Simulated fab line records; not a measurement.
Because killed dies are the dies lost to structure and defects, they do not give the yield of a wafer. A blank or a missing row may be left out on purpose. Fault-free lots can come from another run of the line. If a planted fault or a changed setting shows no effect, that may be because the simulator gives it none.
fab line records :: flow n5-finfet
record
  lots=7
  wafers=21
route steps=1938 shown BEOL_M15@1819 PASSIVATION@1910
start-h: the number of hours between the record's first day and the start of the first shown wafer of the lot :: wait-h: time in hours since the lot's previous step :: " unchanged from the row above :: L1.1+2: a single row standing in for several wafers :: - either no value or no given start :: * or withheld: withheld :: < > ~ a bound
route shown NAME@n: NAME is a module with steps in the file, n the number in the route of the first one :: usual: mean and standard deviation over wafers with no fault :: same: alike in all rows :: chamber/n: place in a boat :: sites: the reading at each site :: _std_site: their standard deviation :: _edge_site: outer sites' mean less inner sites' :: radius-mm: for every site, how far away it sits from the centre of the wafer :: mask NAME#n: copy n :: behind: the last tool/chamber to shape the wafer :: hold: cause of the lot's hold/its duration in hours/its outcome :: device: transistor that didn't switch, given as n, p or np :: end of line: at the end of the route, the tests of the same wafers :: a step without rows: its recipe alone :: killed: dies that structure and defects cost at the first sort, which is not the same as the wafer's yield :: map: a wafer's dies, marking killed ones x, the rest . and places with no die _
set.NAME: the setting the step ran with; set.NAME@STEP: the setting that earlier step ran with :: model.NAME: the simulator's own value behind a step, which no gauge read
one table per step and one row per wafer, for lots whose settings were changed on purpose
## steps
# step N5_BEOL_M15_SPUTTER_43
# recipe
  material=TaN
  target-thk-a=150
  temp-c=50
  bias-v=168.6
  power-w=15000
  chamber-pressure-pa=0.12
  time-s=24.19
lot.wafer: L074.1+2
tool: pvd-sputter-02
chamber: -
start-h: 270.94
wait-h: 0.0
set.time-s: 24.19
model.TaN_of_BEOL_M15_SPUTTER_43.thk-nm: 15.2

lot.wafer: L074.3
tool: pvd-sputter-02
chamber: -
start-h: 270.94
wait-h: 0.0
set.time-s: 24.19
model.TaN_of_BEOL_M15_SPUTTER_43.thk-nm: 15

lot.wafer: L076.2+6
tool: pvd-sputter-03
chamber: -
start-h: 276.40
wait-h: 0.0
set.time-s: 24.19
model.TaN_of_BEOL_M15_SPUTTER_43.thk-nm: 15

lot.wafer: L076.3
tool: pvd-sputter-03
chamber: -
start-h: 276.40
wait-h: 0.0
set.time-s: 24.19
model.TaN_of_BEOL_M15_SPUTTER_43.thk-nm: 14.8

lot.wafer: L080.1+3
tool: pvd-sputter-03
chamber: -
start-h: 293.43
wait-h: 0.0
set.time-s: 24.19
model.TaN_of_BEOL_M15_SPUTTER_43.thk-nm: 14.8

lot.wafer: L080.6
tool: pvd-sputter-03
chamber: -
start-h: 293.43
wait-h: 0.0
set.time-s: 24.19
model.TaN_of_BEOL_M15_SPUTTER_43.thk-nm: 14.6

lot.wafer: L078.4
tool: pvd-sputter-03
chamber: -
start-h: 293.83
wait-h: 0.0
set.time-s: 24.19
model.TaN_of_BEOL_M15_SPUTTER_43.thk-nm: 15

lot.wafer: L078.5
tool: pvd-sputter-03
chamber: -
start-h: 293.83
wait-h: 0.0
set.time-s: 22.3
model.TaN_of_BEOL_M15_SPUTTER_43.thk-nm: 13.6

lot.wafer: L078.6
tool: pvd-sputter-03
chamber: -
start-h: 293.83
wait-h: 0.0
set.time-s: 24.19
model.TaN_of_BEOL_M15_SPUTTER_43.thk-nm: 14.8

lot.wafer: L084.1
tool: pvd-sputter-02
chamber: -
start-h: 331.58
wait-h: 0.0
set.time-s: 22.35
model.TaN_of_BEOL_M15_SPUTTER_43.thk-nm: 13.8

lot.wafer: L084.2
tool: pvd-sputter-02
chamber: -
start-h: 331.58
wait-h: 0.0
set.time-s: 24.19
model.TaN_of_BEOL_M15_SPUTTER_43.thk-nm: 15

lot.wafer: L084.4
tool: pvd-sputter-02
chamber: -
start-h: 331.58
wait-h: 0.0
set.time-s: 24.19
model.TaN_of_BEOL_M15_SPUTTER_43.thk-nm: 14.8

lot.wafer: L089.2
tool: pvd-sputter-02
chamber: -
start-h: 370.81
wait-h: 0.0
set.time-s: 24.19
model.TaN_of_BEOL_M15_SPUTTER_43.thk-nm: 15.4

lot.wafer: L089.4+6
tool: pvd-sputter-02
chamber: -
start-h: 370.81
wait-h: 0.0
set.time-s: 27.82
model.TaN_of_BEOL_M15_SPUTTER_43.thk-nm: 17.6

lot.wafer: L093.2+5+6
tool: pvd-sputter-01
chamber: -
start-h: 378.93
wait-h: 0.0
set.time-s: 24.19
model.TaN_of_BEOL_M15_SPUTTER_43.thk-nm: 15
# step N5_BEOL_M15_SPUTTER_44
# recipe
  material=Ta
  target-thk-a=150
  temp-c=50
  bias-v=80
  power-w=15000
  chamber-pressure-pa=0.07
  time-s=24.19
# step N5_BEOL_M15_SPUTTER_45
# recipe
  material=Cu
  target-thk-a=1000
  temp-c=-20
  bias-v=60
  power-w=26000
  chamber-pressure-pa=0.13
  time-s=16.67
# step N5_BEOL_M15_ECD_47
# recipe
  material=Cu
  target-thk-a=18600
# step N5_BEOL_M15_ANNEAL_48
# recipe
  temp-c=225
  time-s=90
  ambient=N2
# step N5_BEOL_M15_CMP_49
# recipe
  stop-on=SiO2
  t-overpolish-s=4.9
  down-force-psi=2
  platen-rpm=80
  clearing-platen-down-force-psi=2
  clearing-platen-rpm=80
  post-cmp-clean=cu-alkaline
  target-thk-nm=850
  clearing-platen-pad-velocity-m-s=1.5917
  pad-velocity-m-s=1.5917
lot.wafer: L074.1
tool: cmp-04
chamber: 1
start-h: 272.08
wait-h: 0.3
set.time-s@BEOL_M15_TRENCH_ETCH_34: 199
model.Cu_of_BEOL_M15_ECD_47.thk-nm: 860.8

lot.wafer: L074.2
tool: cmp-04
chamber: 2
start-h: 272.08
wait-h: 0.3
set.time-s@BEOL_M15_TRENCH_ETCH_34: 210.9
model.Cu_of_BEOL_M15_ECD_47.thk-nm: 882.6

lot.wafer: L074.3
tool: cmp-04
chamber: 3
start-h: 272.08
wait-h: 0.3
set.time-s@BEOL_M15_TRENCH_ETCH_34: 199
model.Cu_of_BEOL_M15_ECD_47.thk-nm: 823.4

lot.wafer: L076.3
tool: cmp-04
chamber: 0
start-h: 277.26
wait-h: 0.2
set.time-s@BEOL_M15_TRENCH_ETCH_34: 199
model.Cu_of_BEOL_M15_ECD_47.thk-nm: 841.2

lot.wafer: L076.2
tool: cmp-04
chamber: 1
start-h: 277.26
wait-h: 0.2
set.time-s@BEOL_M15_TRENCH_ETCH_34: 199
model.Cu_of_BEOL_M15_ECD_47.thk-nm: 806

lot.wafer: L076.6
tool: cmp-04
chamber: 3
start-h: 277.26
wait-h: 0.2
set.time-s@BEOL_M15_TRENCH_ETCH_34: 199
model.Cu_of_BEOL_M15_ECD_47.thk-nm: 854.8

lot.wafer: L080.1
tool: cmp-02
chamber: 3
start-h: 294.29
wait-h: 0.3
set.time-s@BEOL_M15_TRENCH_ETCH_34: 199
model.Cu_of_BEOL_M15_ECD_47.thk-nm: 867

lot.wafer: L080.3
tool: cmp-02
chamber: 0
start-h: 294.29
wait-h: 0.3
set.time-s@BEOL_M15_TRENCH_ETCH_34: 199
model.Cu_of_BEOL_M15_ECD_47.thk-nm: 839

lot.wafer: L080.6
tool: cmp-02
chamber: 2
start-h: 294.29
wait-h: 0.3
set.time-s@BEOL_M15_TRENCH_ETCH_34: 199
model.Cu_of_BEOL_M15_ECD_47.thk-nm: 869.4

lot.wafer: L078.4
tool: cmp-02
chamber: 1
start-h: 294.73
wait-h: 0.2
set.time-s@BEOL_M15_TRENCH_ETCH_34: 164.4
model.Cu_of_BEOL_M15_ECD_47.thk-nm: 694.8

lot.wafer: L078.5
tool: cmp-02
chamber: 1
start-h: 294.73
wait-h: 0.2
set.time-s@BEOL_M15_TRENCH_ETCH_34: 164.4
model.Cu_of_BEOL_M15_ECD_47.thk-nm: 698.8

lot.wafer: L078.6
tool: cmp-02
chamber: 2
start-h: 294.73
wait-h: 0.2
set.time-s@BEOL_M15_TRENCH_ETCH_34: 199
model.Cu_of_BEOL_M15_ECD_47.thk-nm: 839.8

lot.wafer: L084.4
tool: cmp-02
chamber: 1
start-h: 332.43
wait-h: 0.2
set.time-s@BEOL_M15_TRENCH_ETCH_34: 234.9
model.Cu_of_BEOL_M15_ECD_47.thk-nm: 996.4

lot.wafer: L084.2
tool: cmp-02
chamber: 2
start-h: 332.43
wait-h: 0.2
set.time-s@BEOL_M15_TRENCH_ETCH_34: 199
model.Cu_of_BEOL_M15_ECD_47.thk-nm: 830.2

lot.wafer: L084.1
tool: cmp-02
chamber: 3
start-h: 332.43
wait-h: 0.2
set.time-s@BEOL_M15_TRENCH_ETCH_34: 199
model.Cu_of_BEOL_M15_ECD_47.thk-nm: 856.2

lot.wafer: L089.4
tool: cmp-03
chamber: 2
start-h: 371.76
wait-h: 0.2
set.time-s@BEOL_M15_TRENCH_ETCH_34: 199
model.Cu_of_BEOL_M15_ECD_47.thk-nm: 846

lot.wafer: L089.2
tool: cmp-03
chamber: 3
start-h: 371.76
wait-h: 0.2
set.time-s@BEOL_M15_TRENCH_ETCH_34: 199
model.Cu_of_BEOL_M15_ECD_47.thk-nm: 848.8

lot.wafer: L089.6
tool: cmp-03
chamber: 0
start-h: 371.76
wait-h: 0.2
set.time-s@BEOL_M15_TRENCH_ETCH_34: 218.6
model.Cu_of_BEOL_M15_ECD_47.thk-nm: 964

lot.wafer: L093.2
tool: cmp-02
chamber: 0
start-h: 380.08
wait-h: 0.2
set.time-s@BEOL_M15_TRENCH_ETCH_34: 199
model.Cu_of_BEOL_M15_ECD_47.thk-nm: 853.4

lot.wafer: L093.6
tool: cmp-02
chamber: 3
start-h: 380.08
wait-h: 0.2
set.time-s@BEOL_M15_TRENCH_ETCH_34: 237.9
model.Cu_of_BEOL_M15_ECD_47.thk-nm: 1065

lot.wafer: L093.5
tool: cmp-02
chamber: 0
start-h: 380.08
wait-h: 0.2
set.time-s@BEOL_M15_TRENCH_ETCH_34: 237.9
model.Cu_of_BEOL_M15_ECD_47.thk-nm: 1020
# step N5_BEOL_M15_THK_MEAS_50
# recipe
  thk-meas-gauge=xrf
  reads=Cu_of_BEOL_M15_ECD_47
# usual
  M15_THK=838/20
lot.wafer: L074.1
tool: film-metro-02
chamber: -
start-h: 272.34
wait-h: -
set.time-s@BEOL_M15_TRENCH_ETCH_34: 199
M15_THK[nm]: 848

lot.wafer: L074.2
tool: film-metro-02
chamber: -
start-h: 272.34
wait-h: -
set.time-s@BEOL_M15_TRENCH_ETCH_34: 210.9
M15_THK[nm]: 871

lot.wafer: L074.3
tool: film-metro-02
chamber: -
start-h: 272.34
wait-h: -
set.time-s@BEOL_M15_TRENCH_ETCH_34: 199
M15_THK[nm]: 814

lot.wafer: L076.2
tool: film-metro-01
chamber: -
start-h: 277.51
wait-h: -
set.time-s@BEOL_M15_TRENCH_ETCH_34: 199
M15_THK[nm]: 798

lot.wafer: L076.3
tool: film-metro-01
chamber: -
start-h: 277.51
wait-h: -
set.time-s@BEOL_M15_TRENCH_ETCH_34: 199
M15_THK[nm]: 832

lot.wafer: L076.6
tool: film-metro-01
chamber: -
start-h: 277.51
wait-h: -
set.time-s@BEOL_M15_TRENCH_ETCH_34: 199
M15_THK[nm]: 847

lot.wafer: L080.1
tool: film-metro-01
chamber: -
start-h: 294.54
wait-h: -
set.time-s@BEOL_M15_TRENCH_ETCH_34: 199
M15_THK[nm]: 855

lot.wafer: L080.3
tool: film-metro-01
chamber: -
start-h: 294.54
wait-h: -
set.time-s@BEOL_M15_TRENCH_ETCH_34: 199
M15_THK[nm]: 830

lot.wafer: L080.6
tool: film-metro-01
chamber: -
start-h: 294.54
wait-h: -
set.time-s@BEOL_M15_TRENCH_ETCH_34: 199
M15_THK[nm]: 865

lot.wafer: L078.4
tool: film-metro-02
chamber: -
start-h: 295.02
wait-h: -
set.time-s@BEOL_M15_TRENCH_ETCH_34: 164.4
M15_THK[nm]: 680

lot.wafer: L078.5
tool: film-metro-02
chamber: -
start-h: 295.02
wait-h: -
set.time-s@BEOL_M15_TRENCH_ETCH_34: 164.4
M15_THK[nm]: 690

lot.wafer: L078.6
tool: film-metro-02
chamber: -
start-h: 295.02
wait-h: -
set.time-s@BEOL_M15_TRENCH_ETCH_34: 199
M15_THK[nm]: 830

lot.wafer: L084.1
tool: film-metro-01
chamber: -
start-h: 332.69
wait-h: -
set.time-s@BEOL_M15_TRENCH_ETCH_34: 199
M15_THK[nm]: 839

lot.wafer: L084.2
tool: film-metro-01
chamber: -
start-h: 332.69
wait-h: -
set.time-s@BEOL_M15_TRENCH_ETCH_34: 199
M15_THK[nm]: 814

lot.wafer: L084.4
tool: film-metro-01
chamber: -
start-h: 332.69
wait-h: -
set.time-s@BEOL_M15_TRENCH_ETCH_34: 234.9
M15_THK[nm]: 979

lot.wafer: L089.2
tool: film-metro-02
chamber: -
start-h: 371.98
wait-h: -
set.time-s@BEOL_M15_TRENCH_ETCH_34: 199
M15_THK[nm]: 826

lot.wafer: L089.4
tool: film-metro-02
chamber: -
start-h: 371.98
wait-h: -
set.time-s@BEOL_M15_TRENCH_ETCH_34: 199
M15_THK[nm]: 824

lot.wafer: L089.6
tool: film-metro-02
chamber: -
start-h: 371.98
wait-h: -
set.time-s@BEOL_M15_TRENCH_ETCH_34: 218.6
M15_THK[nm]: 935

lot.wafer: L093.2
tool: film-metro-01
chamber: -
start-h: 380.34
wait-h: -
set.time-s@BEOL_M15_TRENCH_ETCH_34: 199
M15_THK[nm]: 850

lot.wafer: L093.5
tool: film-metro-01
chamber: -
start-h: 380.34
wait-h: -
set.time-s@BEOL_M15_TRENCH_ETCH_34: 237.9
M15_THK[nm]: 1017

lot.wafer: L093.6
tool: film-metro-01
chamber: -
start-h: 380.34
wait-h: -
set.time-s@BEOL_M15_TRENCH_ETCH_34: 237.9
M15_THK[nm]: 1062
# step N5_BEOL_M15_PRE_CLEAN_52
# recipe
  gas=NH3
  time-s=15
  temp-c=withheld
  rf-power-w=300
# step N5_BEOL_M15_DEP_53
# recipe
  material=SiCN
  target-thk-a=500
  temp-c=withheld
  precursor=3MS/NH3
  pressure-torr=3
  rf-w=675
  time-s=17.8
# step N5_BEOL_M15_RS_MEAS_54
# recipe
  thk-meas-gauge=four-point-probe
  reads=Cu_of_BEOL_M15_ECD_47+Ta_of_BEOL_M15_SPUTTER_44+TaN_of_BEOL_M15_SPUTTER_43
# usual
  M15_RS=0.0215/0.00052
lot.wafer: L074.1
tool: film-metro-01
chamber: -
start-h: 272.47
wait-h: 0.0
set.time-s@BEOL_M15_TRENCH_ETCH_34: 199
M15_RS[ohm/sq]: 0.0212

lot.wafer: L074.2
tool: film-metro-01
chamber: -
start-h: 272.47
wait-h: 0.0
set.time-s@BEOL_M15_TRENCH_ETCH_34: 210.9
M15_RS[ohm/sq]: 0.0207

lot.wafer: L074.3
tool: film-metro-01
chamber: -
start-h: 272.47
wait-h: 0.0
set.time-s@BEOL_M15_TRENCH_ETCH_34: 199
M15_RS[ohm/sq]: 0.0223

lot.wafer: L076.2
tool: film-metro-02
chamber: -
start-h: 277.64
wait-h: 0.1
set.time-s@BEOL_M15_TRENCH_ETCH_34: 199
M15_RS[ohm/sq]: 0.0228

lot.wafer: L076.3
tool: film-metro-02
chamber: -
start-h: 277.64
wait-h: 0.1
set.time-s@BEOL_M15_TRENCH_ETCH_34: 199
M15_RS[ohm/sq]: 0.0218

lot.wafer: L076.6
tool: film-metro-02
chamber: -
start-h: 277.64
wait-h: 0.1
set.time-s@BEOL_M15_TRENCH_ETCH_34: 199
M15_RS[ohm/sq]: 0.0214

lot.wafer: L080.1
tool: film-metro-02
chamber: -
start-h: 294.67
wait-h: 0.0
set.time-s@BEOL_M15_TRENCH_ETCH_34: 199
M15_RS[ohm/sq]: 0.0211

lot.wafer: L080.3
tool: film-metro-02
chamber: -
start-h: 294.67
wait-h: 0.0
set.time-s@BEOL_M15_TRENCH_ETCH_34: 199
M15_RS[ohm/sq]: 0.0218

lot.wafer: L080.6
tool: film-metro-02
chamber: -
start-h: 294.67
wait-h: 0.0
set.time-s@BEOL_M15_TRENCH_ETCH_34: 199
M15_RS[ohm/sq]: 0.0211

lot.wafer: L078.4
tool: film-metro-01
chamber: -
start-h: 295.15
wait-h: 0.0
set.time-s@BEOL_M15_TRENCH_ETCH_34: 164.4
M15_RS[ohm/sq]: 0.0265

lot.wafer: L078.5
tool: film-metro-01
chamber: -
start-h: 295.15
wait-h: 0.0
set.time-s@BEOL_M15_TRENCH_ETCH_34: 164.4
M15_RS[ohm/sq]: 0.0263

lot.wafer: L078.6
tool: film-metro-01
chamber: -
start-h: 295.15
wait-h: 0.0
set.time-s@BEOL_M15_TRENCH_ETCH_34: 199
M15_RS[ohm/sq]: 0.0218

lot.wafer: L084.1
tool: film-metro-02
chamber: -
start-h: 332.82
wait-h: 0.0
set.time-s@BEOL_M15_TRENCH_ETCH_34: 199
M15_RS[ohm/sq]: 0.0214

lot.wafer: L084.2
tool: film-metro-02
chamber: -
start-h: 332.82
wait-h: 0.0
set.time-s@BEOL_M15_TRENCH_ETCH_34: 199
M15_RS[ohm/sq]: 0.0221

lot.wafer: L084.4
tool: film-metro-02
chamber: -
start-h: 332.82
wait-h: 0.0
set.time-s@BEOL_M15_TRENCH_ETCH_34: 234.9
M15_RS[ohm/sq]: 0.0183

lot.wafer: L089.2
tool: film-metro-02
chamber: -
start-h: 372.11
wait-h: 0.1
set.time-s@BEOL_M15_TRENCH_ETCH_34: 199
M15_RS[ohm/sq]: 0.0216

lot.wafer: L089.4
tool: film-metro-02
chamber: -
start-h: 372.11
wait-h: 0.1
set.time-s@BEOL_M15_TRENCH_ETCH_34: 199
M15_RS[ohm/sq]: 0.0216

lot.wafer: L089.6
tool: film-metro-02
chamber: -
start-h: 372.11
wait-h: 0.1
set.time-s@BEOL_M15_TRENCH_ETCH_34: 218.6
M15_RS[ohm/sq]: 0.0190

lot.wafer: L093.2
tool: film-metro-01
chamber: -
start-h: 380.47
wait-h: 0.1
set.time-s@BEOL_M15_TRENCH_ETCH_34: 199
M15_RS[ohm/sq]: 0.0214

lot.wafer: L093.5
tool: film-metro-01
chamber: -
start-h: 380.47
wait-h: 0.1
set.time-s@BEOL_M15_TRENCH_ETCH_34: 237.9
M15_RS[ohm/sq]: 0.0179

lot.wafer: L093.6
tool: film-metro-01
chamber: -
start-h: 380.47
wait-h: 0.1
set.time-s@BEOL_M15_TRENCH_ETCH_34: 237.9
M15_RS[ohm/sq]: 0.0171
# step N5_PASSIVATION_ETCH_59
# recipe
  chemistry=Cl2/BCl3
  target=TaN
  target-depth-a=650
  time-s=34.9
  ion-energy-ev=100
  pressure-mtorr=10
  icp-w=900
  bias-w=100
  Cl2_flow_sccm=60
  bcl3-flow-sccm=30
lot.wafer: L074.1
tool: rie-metal-03
chamber: 1
start-h: 283.43
wait-h: 0.3
set.time-s: 34.9
model.etch.depth-nm: 66.34

lot.wafer: L074.2
tool: rie-metal-03
chamber: 0
start-h: 283.43
wait-h: 0.3
set.time-s: 34.9
model.etch.depth-nm: 65.81

lot.wafer: L074.3
tool: rie-metal-03
chamber: 0
start-h: 283.43
wait-h: 0.3
set.time-s: 34.9
model.etch.depth-nm: 65.89

lot.wafer: L076.2
tool: rie-metal-01
chamber: 1
start-h: 287.16
wait-h: 0.3
set.time-s: 41.81
model.etch.depth-nm: 77.89

lot.wafer: L076.3
tool: rie-metal-01
chamber: 0
start-h: 287.16
wait-h: 0.3
set.time-s: 34.9
model.etch.depth-nm: 65.2

lot.wafer: L076.6
tool: rie-metal-01
chamber: 1
start-h: 287.16
wait-h: 0.3
set.time-s: 34.9
model.etch.depth-nm: 65.51

lot.wafer: L080.1
tool: rie-metal-01
chamber: 0
start-h: 305.76
wait-h: 0.3
set.time-s: 34.9
model.etch.depth-nm: 66.01

lot.wafer: L080.3
tool: rie-metal-01
chamber: 0
start-h: 305.76
wait-h: 0.3
set.time-s: 34.9
model.etch.depth-nm: 66.33

lot.wafer: L080.6
tool: rie-metal-01
chamber: 0
start-h: 305.76
wait-h: 0.3
set.time-s: 34.9
model.etch.depth-nm: 65.99

lot.wafer: L078.4
tool: rie-metal-01
chamber: 1
start-h: 307.14
wait-h: 0.2
set.time-s: 34.9
model.etch.depth-nm: 65.17

lot.wafer: L078.5
tool: rie-metal-01
chamber: 0
start-h: 307.14
wait-h: 0.2
set.time-s: 34.9
model.etch.depth-nm: 66.14

lot.wafer: L078.6
tool: rie-metal-01
chamber: 1
start-h: 307.14
wait-h: 0.2
set.time-s: 34.9
model.etch.depth-nm: 65.39

lot.wafer: L084.1
tool: rie-metal-01
chamber: 1
start-h: 343.15
wait-h: 0.3
set.time-s: 42.32
model.etch.depth-nm: 79.36

lot.wafer: L084.2
tool: rie-metal-01
chamber: 0
start-h: 343.15
wait-h: 0.3
set.time-s: 34.9
model.etch.depth-nm: 65.49

lot.wafer: L084.4
tool: rie-metal-01
chamber: 0
start-h: 343.15
wait-h: 0.3
set.time-s: 42.32
model.etch.depth-nm: 79.63

lot.wafer: L089.2
tool: rie-metal-03
chamber: 0
start-h: 379.49
wait-h: 0.3
set.time-s: 34.9
model.etch.depth-nm: 66.82

lot.wafer: L089.4
tool: rie-metal-03
chamber: 0
start-h: 379.49
wait-h: 0.3
set.time-s: 28.49
model.etch.depth-nm: 54.86

lot.wafer: L089.6
tool: rie-metal-03
chamber: 1
start-h: 379.49
wait-h: 0.3
set.time-s: 28.49
model.etch.depth-nm: 55.14

lot.wafer: L093.2
tool: rie-metal-02
chamber: 1
start-h: 389.66
wait-h: 0.3
set.time-s: 34.9
model.etch.depth-nm: 65.97

lot.wafer: L093.5
tool: rie-metal-02
chamber: 0
start-h: 389.66
wait-h: 0.3
set.time-s: 31.89
model.etch.depth-nm: 61.32

lot.wafer: L093.6
tool: rie-metal-02
chamber: 1
start-h: 389.66
wait-h: 0.3
set.time-s: 34.9
model.etch.depth-nm: 65.83
# step N5_PASSIVATION_PASS_ETCH_47
# recipe
  chemistry=CF4/O2
  target=SiNx
  target-depth-a=7700
  time-s=385
  ion-energy-ev=100
  pressure-mtorr=40
  source-w=535
  bias-w=49
  Ar_flow_sccm=100
  cf4-flow-sccm=100
  O2_flow_sccm=10
lot.wafer: L074.1
tool: rie-diel-03
chamber: 1
start-h: 284.99
wait-h: 0.0
set.source-w: 602.9
model.etch.depth-nm: 856.6

lot.wafer: L074.2
tool: rie-diel-03
chamber: 3
start-h: 284.99
wait-h: 0.0
set.source-w: 535
model.etch.depth-nm: 753.6

lot.wafer: L074.3
tool: rie-diel-03
chamber: 0
start-h: 284.99
wait-h: 0.0
set.source-w: 535
model.etch.depth-nm: 785.8

lot.wafer: L076.2
tool: rie-diel-03
chamber: 1
start-h: 288.52
wait-h: 0.0
set.source-w: 535
model.etch.depth-nm: 761.4

lot.wafer: L076.3
tool: rie-diel-03
chamber: 0
start-h: 288.52
wait-h: 0.0
set.source-w: 535
model.etch.depth-nm: 772.1

lot.wafer: L076.6
tool: rie-diel-03
chamber: 0
start-h: 288.52
wait-h: 0.0
set.source-w: 535
model.etch.depth-nm: 788.2

lot.wafer: L080.1
tool: rie-diel-04
chamber: 2
start-h: 307.32
wait-h: 0.0
set.source-w: 535
model.etch.depth-nm: 776.3

lot.wafer: L080.3
tool: rie-diel-04
chamber: 3
start-h: 307.32
wait-h: 0.0
set.source-w: 535
model.etch.depth-nm: 775.2

lot.wafer: L080.6
tool: rie-diel-04
chamber: 0
start-h: 307.32
wait-h: 0.0
set.source-w: 535
model.etch.depth-nm: 783.6

lot.wafer: L078.4
tool: rie-diel-04
chamber: 3
start-h: 308.40
wait-h: 0.0
set.source-w: 535
model.etch.depth-nm: 767.7

lot.wafer: L078.5
tool: rie-diel-04
chamber: 3
start-h: 308.40
wait-h: 0.0
set.source-w: 535
model.etch.depth-nm: 764.6

lot.wafer: L078.6
tool: rie-diel-04
chamber: 0
start-h: 308.40
wait-h: 0.0
set.source-w: 535
model.etch.depth-nm: 767.6

lot.wafer: L084.1
tool: rie-diel-04
chamber: 1
start-h: 344.43
wait-h: 0.0
set.source-w: 535
model.etch.depth-nm: 757.6

lot.wafer: L084.2
tool: rie-diel-04
chamber: 3
start-h: 344.43
wait-h: 0.0
set.source-w: 535
model.etch.depth-nm: 766.6

lot.wafer: L084.4
tool: rie-diel-04
chamber: 0
start-h: 344.43
wait-h: 0.0
set.source-w: 535
model.etch.depth-nm: 772

lot.wafer: L089.2
tool: rie-diel-02
chamber: 0
start-h: 381.36
wait-h: 0.0
set.source-w: 605.5
model.etch.depth-nm: 871

lot.wafer: L089.4
tool: rie-diel-02
chamber: 3
start-h: 381.36
wait-h: 0.0
set.source-w: 605.5
model.etch.depth-nm: 856.5

lot.wafer: L089.6
tool: rie-diel-02
chamber: 1
start-h: 381.36
wait-h: 0.0
set.source-w: 535
model.etch.depth-nm: 789.6

lot.wafer: L093.2
tool: rie-diel-02
chamber: 2
start-h: 391.04
wait-h: 0.0
set.source-w: 535
model.etch.depth-nm: 764.7

lot.wafer: L093.5
tool: rie-diel-02
chamber: 1
start-h: 391.04
wait-h: 0.0
set.source-w: 535
model.etch.depth-nm: 787.2

lot.wafer: L093.6
tool: rie-diel-02
chamber: 2
start-h: 391.04
wait-h: 0.0
set.source-w: 535
model.etch.depth-nm: 767.2
## key
split
  step=N5_BEOL_M15_SPUTTER_43
  setting=time-s
  stated=24.19
  by=wafer
response
  step=N5_BEOL_M15_SPUTTER_43
  reading=model.TaN_of_BEOL_M15_SPUTTER_43.thk-nm
  change=+0.15
  per=1%
  r=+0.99
split
  step=N5_PASSIVATION_ETCH_59
  setting=time-s
  stated=34.9
  by=wafer
response
  step=N5_PASSIVATION_ETCH_59
  reading=model.etch.depth-nm
  change=+0.639
  per=1%
  r=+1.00
split
  step=N5_PASSIVATION_PASS_ETCH_47
  setting=source-w
  stated=535
  by=wafer
response
  step=N5_PASSIVATION_PASS_ETCH_47
  reading=model.etch.depth-nm
  change=+6.21
  per=1%
  r=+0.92
split outside-this-file step=N5_BEOL_M15_TRENCH_ETCH_34 setting=time-s
# split outside-this-file: this setting was split too, and the file shows its column; the key of that split is in another file
